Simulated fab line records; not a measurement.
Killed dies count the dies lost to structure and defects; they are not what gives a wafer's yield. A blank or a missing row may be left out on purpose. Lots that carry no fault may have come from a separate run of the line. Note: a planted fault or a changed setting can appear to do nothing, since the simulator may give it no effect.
fab line records + flow nand_harc + part 2 of 2: steps 22 to 26 of 26
record
- lots=7
- wafers=21
- last_day=32
route steps=1302 shown A_CHANNEL_HOLE_D2@583 END@1302
lots that met no fault: from a run of the same line without faults
start_h: hours from the record's first day to the start of the lot's first wafer shown + wait_h: hours since the lot's step before + " identical to the entry in the row above + L1.1+2: a row that stands for several wafers + - value missing, or start not given + * or withheld: withheld + < > ~ a bound
route shown NAME@n: NAME is a module with steps in the file, n the number in the route of the first one + usual: the fault-free wafers' mean and standard deviation + same: alike in all rows + chamber/n: place in a boat + sites: per-site readings + _std_site: standard deviation across them + _edge_site: outer sites' mean less inner sites' + radius_mm: for every site, how far away it sits from the centre of the wafer + mask NAME#n: copy n + behind: tool/chamber where the wafer was last shaped + hold: cause of the lot's hold/its duration in hours/its outcome + device: whichever transistor did not switch (one of n, p or np) + end of line: tests run on the same wafers once the route is complete + for a step that has no rows: nothing shown but its recipe + killed: dies that structure and defects cost at the first sort, which is not the same as the wafer's yield + map: a wafer's dies, x killed, . not, _ none there
set.NAME: setting as actually run; set.NAME@STEP: the setting as run at that earlier step + model.NAME: the simulator's own value behind a step, which no gauge read
lots seen at some steps along the route; tables by step, rows by wafer
services: the hour from which a tool's chamber was out of use, counted from the record's first day as start_h (under 0 if before that day), plus the number of hours and why
## steps
# step NHARC_A_CHANNEL_HOLE_D2_STRIP_28
# recipe
- o2_flow_sccm=500
- ar_flow_sccm=0
- bias_w=0
- chemistry=O2
# usual
- drypump_motor_current_A=5.6/0.41
- oes_product_au=1.005/0.013
- rf_vpp_V=57.6/0.9
- showerhead_plenum_p_Torr=3.49/0.12
- throttle_valve_pct=17.037/0.0091
| lot.wafer | tool        | chamber | start_h | wait_h | drypump_motor_current_A | oes_product_au | rf_hours_counter_h | rf_vpp_V | showerhead_plenum_p_Torr | throttle_valve_pct |
|-----------|-------------|---------|---------|--------|-------------------------|----------------|--------------------|----------|--------------------------|--------------------|
| L274.3    | rie_diel-04 | 0       | -       | -      | 6.2                     | 0.981          | 7.0                | 58.6     | 3.61                     | 17.027             |
| L274.1    | "           | 2       | "       | "      | 5.8                     | 1.004          | 10.4               | 58.5     | 3.65                     | 17.023             |
| L274.6    | "           | 0       | "       | "      | 6.2                     | 0.980          | -                  | 58.2     | 3.61                     | 17.037             |
| L278.1    | rie_diel-08 | 3       | -       | -      | 5.6                     | 1.006          | 9.5                | 58.3     | 3.68                     | 17.027             |
| L278.2    | "           | 1       | "       | "      | 5.0                     | 1.023          | 9.3                | 59.1     | 3.48                     | 17.041             |
| L278.6    | "           | 3       | "       | "      | 5.7                     | 0.999          | -                  | 58.2     | 3.68                     | 17.053             |
| L279.4    | rie_diel-09 | 2       | -       | -      | 5.0                     | 0.999          | 4.2                | 58.3     | 3.43                     | 17.040             |
| L279.3    | "           | 0       | "       | "      | 5.7                     | 1.002          | 1.3                | 56.9     | 3.41                     | 17.039             |
| L279.5    | "           | 2       | "       | "      | 5.0                     | 1.009          | -                  | 58.8     | 3.43                     | 17.028             |
| L280.4    | rie_diel-04 | 2       | -       | -      | 5.8                     | 1.009          | 1.2                | 58.1     | 3.65                     | 17.045             |
| L280.3    | "           | 0       | "       | "      | 6.2                     | 0.992          | 1.8                | 56.9     | 3.61                     | 17.041             |
| L280.5    | "           | 1       | "       | "      | 5.7                     | 1.013          | -                  | 59.4     | 3.45                     | 17.025             |
| L281.2    | rie_diel-08 | 3       | -       | -      | 5.7                     | 1.022          | 1.2                | 57.7     | 3.68                     | 17.037             |
| L281.1    | "           | 1       | "       | "      | 5.0                     | 0.996          | 1.3                | 58.8     | 3.48                     | 17.023             |
| L281.6    | "           | 1       | "       | "      | 5.0                     | 1.002          | -                  | 57.7     | 3.48                     | 17.044             |
| L284.2    | rie_diel-04 | 1       | -       | -      | 5.7                     | 1.000          | 5.2                | 55.6     | 3.45                     | 17.033             |
| L284.1    | "           | 3       | "       | "      | 5.1                     | 0.987          | 4.0                | 58.6     | 3.48                     | 17.025             |
| L284.6    | "           | 1       | "       | "      | 5.7                     | 0.999          | -                  | 56.7     | 3.45                     | 17.029             |
| L292.2    | rie_diel-04 | 3       | -       | -      | 5.0                     | 0.973          | 9.0                | 56.3     | 3.48                     | 17.030             |
| L292.3    | "           | 2       | "       | "      | 5.8                     | 1.001          | 9.6                | 56.9     | 3.65                     | 17.057             |
| L292.6    | "           | 0       | "       | "      | 6.2                     | 1.006          | -                  | 57.4     | 3.60                     | 17.018             |
# step NHARC_A_CHANNEL_HOLE_D2_PRECLEAN_29
# recipe
- time_s=*
- temp_c=50
- bath_age_min=0
- chemistry=SC1
# step NHARC_A_CHANNEL_HOLE_D2_SRD_30
# step NHARC_A_CHANNEL_HOLE_D2_CD_MEAS_31
# usual
- cd_nm=89.7/1.5
| lot.wafer | tool      | chamber | start_h | wait_h | hold                     | cd_nm |
|-----------|-----------|---------|---------|--------|--------------------------|-------|
| L274.1    | cd_sem-01 | -       | 323.66  | -      | -                        | 91.8  |
| L274.3    | "         | -       | "       | "      | -                        | 90.2  |
| L274.6    | "         | -       | "       | "      | -                        | 91.8  |
| L278.1    | cd_sem-02 | -       | 355.65  | -      | -                        | 90.8  |
| L278.2    | "         | -       | "       | "      | -                        | 89.4  |
| L278.6    | "         | -       | "       | "      | -                        | 89.8  |
| L279.3    | cd_sem-02 | -       | 370.75  | -      | await_dispo/0.2h/release | 2.2   |
| L279.4    | "         | -       | "       | "      | await_dispo/0.2h/release | -0.2  |
| L279.5    | "         | -       | "       | "      | await_dispo/0.2h/release | 1.3   |
| L279.3    | cd_sem-02 | -       | 370.93  | 0.2    | -                        | 2.1   |
| L279.4    | "         | -       | "       | "      | -                        | -0.2  |
| L279.5    | "         | -       | "       | "      | -                        | 1.0   |
| L280.3    | cd_sem-01 | -       | 385.79  | -      | await_dispo/0.2h/release | -0.5  |
| L280.4    | "         | -       | "       | "      | await_dispo/0.2h/release | -0.3  |
| L280.5    | "         | -       | "       | "      | await_dispo/0.2h/release | 0.6   |
| L280.3    | cd_sem-01 | -       | 385.98  | 0.2    | -                        | -0.5  |
| L280.4    | "         | -       | "       | "      | -                        | -0.2  |
| L280.5    | "         | -       | "       | "      | -                        | 0.8   |
| L281.1    | cd_sem-01 | -       | 400.78  | -      | await_dispo/0.2h/release | -0.4  |
| L281.2    | "         | -       | "       | "      | await_dispo/0.2h/release | 1.0   |
| L281.6    | "         | -       | "       | "      | await_dispo/0.2h/release | -0.3  |
| L281.1    | cd_sem-01 | -       | 400.97  | 0.2    | -                        | -0.4  |
| L281.2    | "         | -       | "       | "      | -                        | 0.9   |
| L281.6    | "         | -       | "       | "      | -                        | -0.2  |
| L284.1    | cd_sem-01 | -       | 419.77  | -      | -                        | 89.5  |
| L284.2    | "         | -       | "       | "      | -                        | 89.8  |
| L284.6    | "         | -       | "       | "      | -                        | 88.9  |
| L292.2    | cd_sem-01 | -       | 500.20  | -      | -                        | 89.5  |
| L292.3    | "         | -       | "       | "      | -                        | 91.6  |
| L292.6    | "         | -       | "       | "      | -                        | 92.2  |
# step NHARC_END_SORT_01
# recipe
- temp_c=25
# usual
- defect_limited_yield=91/3.1
- killed_at_array=57/21
- killed_at_other=0.9/1.2
- killed_at_periphery=4.2/2.9
- killed_dies=62/21
- killed_open=3.2/1.8
- killed_short=2.4/1.5
# same
- gross_dies=677
| lot.wafer | tool      | chamber | start_h | wait_h | defect_limited_yield[%] | killed_at_array | killed_at_other | killed_at_periphery | killed_dies | killed_open | killed_short |
|-----------|-----------|---------|---------|--------|-------------------------|-----------------|-----------------|---------------------|-------------|-------------|--------------|
| L278.1    | prober-02 | 0       | 610.54  | 2.5    | 88                      | 77              | 1               | 3                   | 81          | 2           | 1            |
| L278.2    | prober-02 | 0       | 611.35  | 2.8    | 86                      | 89              | 3               | 1                   | 93          | 3           | 2            |
| L278.6    | prober-02 | 0       | 614.56  | 4.0    | 84                      | 101             | 1               | 3                   | 105         | 4           | 4            |
| L284.1    | prober-02 | 0       | 682.18  | 2.5    | 92                      | 52              | 0               | 5                   | 57          | 1           | 3            |
| L284.2    | prober-02 | 0       | 682.99  | 2.8    | 92                      | 44              | 0               | 7                   | 51          | 4           | 3            |
| L284.6    | prober-02 | 0       | 686.20  | 4.0    | 92                      | 43              | 0               | 8                   | 51          | 2           | 5            |
| L292.2    | prober-01 | 0       | 762.67  | 2.8    | 91                      | 58              | 1               | 4                   | 63          | 6           | 1            |
| L292.3    | prober-01 | 0       | 763.47  | 3.1    | 90                      | 64              | 0               | 6                   | 70          | 5           | 2            |
| L292.6    | prober-01 | 0       | 765.86  | 4.0    | 90                      | 62              | 2               | 4                   | 68          | 5           | 1            |
# killed by level:class
L278.1 A_CHANNEL_HOLE_D1:chamber_film_flake=26 A_CHANNEL_HOLE_D2:chamber_film_flake=20 A_SLIT:chamber_film_flake=20 A_CHANNEL_FILL_D2:chamber_film_flake=4 A_CONTACT:chamber_film_flake=2 A_CHANNEL_FILL_D2:geometric_particle:open=1 A_WL_FILL:geometric_particle:short=1 A_WL_FILL:geometric_particle:open=1
L278.2 A_CHANNEL_HOLE_D2:chamber_film_flake=29 A_SLIT:chamber_film_flake=24 A_CHANNEL_HOLE_D1:chamber_film_flake=23 A_CONTACT:chamber_film_flake=4 A_WL_FILL:chamber_film_flake=3 THIN_TSV:chamber_film_flake=3 A_STAIRCASE:chamber_film_flake=2 P_GATE:geometric_particle:open=1
L278.6 A_CHANNEL_HOLE_D1:chamber_film_flake=30 A_SLIT:chamber_film_flake=29 A_CHANNEL_HOLE_D2:chamber_film_flake=28 A_CONTACT:chamber_film_flake=4 A_WL_FILL:chamber_film_flake=2 P_M2:geometric_particle:open=1 A_CHANNEL_HOLE_D1:geometric_particle:short=1 A_CHANNEL_FILL_D1:geometric_particle:short=1
L284.1 A_CHANNEL_HOLE_D1:chamber_film_flake=33 A_WL_FILL:chamber_film_flake=5 A_CHANNEL_FILL_D2:chamber_film_flake=3 A_CONTACT:chamber_film_flake=3 P_GATE:chamber_film_flake=2 P_M1:chamber_film_flake=2 A_SLIT:chamber_film_flake=2 A_STAIRCASE:chamber_film_flake=2
L284.2 A_CHANNEL_HOLE_D1:chamber_film_flake=32 P_M1:chamber_film_flake=4 A_STAIRCASE:chamber_film_flake=3 A_SLIT:chamber_film_flake=2 P_CONTACT:geometric_particle:open=1 P_CONTACT:geometric_particle:short=1 A_ONON_D1:geometric_particle:open=1 A_CHANNEL_HOLE_D1:geometric_particle:short=1
L284.6 A_CHANNEL_HOLE_D1:chamber_film_flake=28 P_M1:chamber_film_flake=4 A_WL_FILL:chamber_film_flake=4 A_STAIRCASE:chamber_film_flake=3 P_CONTACT:geometric_particle:open=2 A_CHANNEL_HOLE_D1:geometric_particle:short=2 A_CONTACT:chamber_film_flake=2 P_CONTACT:geometric_particle:short=1
L292.2 A_CHANNEL_HOLE_D2:chamber_film_flake=29 A_CHANNEL_HOLE_D1:chamber_film_flake=11 A_SLIT:chamber_film_flake=5 A_CONTACT:chamber_film_flake=5 A_STAIRCASE:chamber_film_flake=3 P_STI:geometric_particle:open=1 P_CONTACT:geometric_particle:open=1 A_ONON_D1:geometric_particle:open=1
L292.3 A_CHANNEL_HOLE_D2:chamber_film_flake=26 A_CHANNEL_HOLE_D1:chamber_film_flake=18 A_WL_FILL:chamber_film_flake=9 A_SLIT:chamber_film_flake=5 P_CONTACT:chamber_film_flake=3 P_CONTACT:geometric_particle:open=1 P_M0:geometric_particle:open=1 A_ONON_D2:geometric_particle:short=1
L292.6 A_CHANNEL_HOLE_D2:chamber_film_flake=23 A_CHANNEL_HOLE_D1:chamber_film_flake=13 A_SLIT:chamber_film_flake=9 A_CONTACT:chamber_film_flake=6 A_STAIRCASE:chamber_film_flake=5 A_WL_FILL:chamber_film_flake=3 P_CONTACT:geometric_particle:open=1 P_M0:geometric_particle:open=1
## services
| tool        | chamber | start_h | hours | kind                          |
|-------------|---------|---------|-------|-------------------------------|
| rie_diel-08 | 1       | 295.83  | 5.6   | repair                        |
| rie_diel-09 | 0       | 312.87  | 24.6  | repair                        |
| rie_diel-09 | -       | 320.59  | 9.0   | pm                            |
| rie_diel-09 | 0       | 352.51  | 16.5  | repair                        |
| rie_diel-04 | -       | 354.90  | 9.0   | pm                            |
| rie_diel-08 | -       | 367.90  | 9.0   | pm                            |
| har_etch-02 | -       | 377.00  | 17.0  | pm                            |
| har_etch-02 | 0       | 377.00  | 17.0  | vent_cycle                    |
| har_etch-02 | 1       | 377.00  | 17.0  | vent_cycle                    |
| rie_diel-09 | -       | 384.17  | 0.9   | repair                        |
| rie_diel-08 | -       | 384.46  | 0.8   | repair                        |
| rie_diel-08 | 0       | 392.94  | 8.6   | repair                        |
| har_etch-02 | 0       | 394.00  | -     | clean                         |
| har_etch-02 | 0       | 394.00  | -     | consumable_replace:focus_ring |
| har_etch-02 | 0       | 394.00  | -     | consumable_replace:showerhead |
| har_etch-02 | 1       | 394.00  | -     | clean                         |
| har_etch-02 | 1       | 394.00  | -     | consumable_replace:focus_ring |
| rie_diel-09 | 0       | 414.24  | 6.0   | repair                        |
| rie_diel-09 | 1       | 426.40  | 12.0  | repair                        |
| rie_diel-09 | 3       | 458.37  | 10.4  | repair                        |
| rie_diel-08 | 3       | 468.15  | 4.8   | repair                        |
| rie_diel-09 | 3       | 471.46  | 5.5   | repair                        |
| rie_diel-09 | 3       | 484.33  | 11.9  | repair                        |
| rie_diel-09 | -       | 497.59  | 9.0   | pm                            |
## key
first_sign
- step=NHARC_A_CHANNEL_HOLE_D2_ETCH_23
- reading=tool_record
- direction=missing
effect
- step=NHARC_A_CHANNEL_HOLE_D2_CD_MEAS_31
- reading=visit
- direction=added
effect
- step=NHARC_A_CHANNEL_HOLE_D2_CD_MEAS_31
- reading=cd_nm
- direction=down
- sigmas=60
- usual=89.7
- struck=0.4
model_effect
- step=NHARC_A_CHANNEL_HOLE_D2_ETCH_44
- value=A_CHANNEL_HOLE_D2.cd_nm
- without=88.8
- struck=88.74
met_at NHARC_A_CHANNEL_HOLE_D2_ETCH_23
struck_wafers L279.3,L279.4,L279.5,L280.3,L280.4,L280.5,L281.1,L281.2,L281.6
scrapped_behind NHARC_A_CHANNEL_HOLE_D2_CD_MEAS_31 L279.3,L279.4,L279.5,L280.3,L280.4,L280.5,L281.1,L281.2,L281.6
onset_between 351.56 366.89
fault
- kind=skipped_step_whole
- tool=har_etch-01,har_etch-02
- chamber=-
- onset_h=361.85
- steps=NHARC_A_CHANNEL_HOLE_D2_ETCH_23
- scope=struck_lots_only
